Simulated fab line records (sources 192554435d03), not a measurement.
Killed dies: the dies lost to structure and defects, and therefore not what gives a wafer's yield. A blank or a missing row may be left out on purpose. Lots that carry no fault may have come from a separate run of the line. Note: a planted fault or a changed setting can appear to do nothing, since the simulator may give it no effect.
Problem report, 8D (eight disciplines) form, completed by code	flow n5Finfet	the parts of the form that need people (team, actions taken, sign-off) are left out

1. PROBLEM STATEMENT
Mean of barrierFieldEndpointS at N5_BEOL_M8_CMP_52: 13.1 s across 2 wafers in 2 lots; on wafers with no fault it is 29.2 s (standard deviation 1.1). Relative to the usual mean, that is a shift of -15 standard deviations.
The step: polishes, stops on SiCOH lowk, t overpolish 6.9 s, target thk 80 nm.
Seen first at day 13 13:27 on cmp-02, wafer L535.6. At this step, 32 wafers from 11 lots have a number in the record. By rule, "out" or "out of limits" means more than 4 standard deviations away from the usual mean. Any other wafer with a number is counted as sound.

2. WHAT IT IS AND WHAT IT IS NOT
question	is	is not
which readings at this step	barrierFieldEndpointS	motorCurrentA, slurryFilterDpKPa
which lots	L535, L540	L524, L525, L526, L527, L528, L531, L532, L533, L534
which wafers of those lots	L535.6, L540.1	L535.2, L535.4, L540.2, L540.4
read on which tools	cmp-02	cmp-01, cmp-04
when	from day 13 13:27	up to then (28 sound wafers); but 2 sound wafers of L540 came after

3. THE SUSPECTS, EACH WITH WHAT RULES IT OUT
Counting: a tool at a process step up to the reading stays a suspect if it ran every lot that is out. Sound lots after the first of them don't rule it out here, since some wafers of a struck lot are sound.
- pecvd-03 at N5_BEOL_M8_PECVD_70 (deposits SiO2 from TEOS/O2, target thk 20 nm, time 22.7 s): kept. It processed each lot that is out (first: L535, day 13 07:39); up to then, its last sound lot is L533 (day 13 00:34).
- cmp-02 at N5_BEOL_M8_CMP_52 (polishes, stops on SiCOH lowk, t overpolish 6.9 s, target thk 80 nm): kept. It processed each lot that is out (first: L535, day 13 13:27); up to then, its last sound lot is L527 (day 11 16:46). Its own barrierFieldEndpointS readings are out on those wafers.
Left after counting: pecvd-03 at N5_BEOL_M8_PECVD_70, cmp-02 at N5_BEOL_M8_CMP_52.

4. THE CAUSE (what the simulator had put in)
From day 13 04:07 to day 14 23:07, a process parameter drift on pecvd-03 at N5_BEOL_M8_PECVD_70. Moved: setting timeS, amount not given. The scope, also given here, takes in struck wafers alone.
Counting leaves 2 suspects; this tool is one of them.

5. THE CHAIN OF EFFECTS, in route order
Rows list readings where the struck wafers' mean (over those with a number) sits beyond 3 standard deviations from the usual. Readings are gone through only where the record gives a usual standard deviation; hours: the median, over the lots, of the time from a lot's start at the first step in this table giving one to that lot's start at this step; sigmas: the change measured in usual standard deviations.
hours	step	reading	usual	on struck wafers	change	sigmas
0	N5_BEOL_M8_CMP_52	barrierFieldEndpointS	29.2 s	13.1	-16.1	-15
Its process steps:
- N5_BEOL_M8_CMP_52: polishes, stops on SiCOH lowk, t overpolish 6.9 s, target thk 80 nm.
At these later measuring or inspecting steps, every struck wafer for which the step has a row has a number for every such reading, and none has moved that far: N5_BEOL_M9_THK_MEAS_01.

6. HOW IT WOULD HAVE BEEN CAUGHT EARLIER
In this record the first reading out of limits was taken at day 13 13:27, 9 hours after the fault began at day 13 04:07.
Of the tool readings at N5_BEOL_M8_PECVD_70 for which the record gives a usual standard deviation, none was out on any struck wafer, so an alarm limit of 4 standard deviations on them would not have fired.
L540, from the lots that are out (2), started N5_BEOL_M8_PECVD_70 on pecvd-03 later than day 13 13:27. A tool hold placed at that time would have kept it from harm.
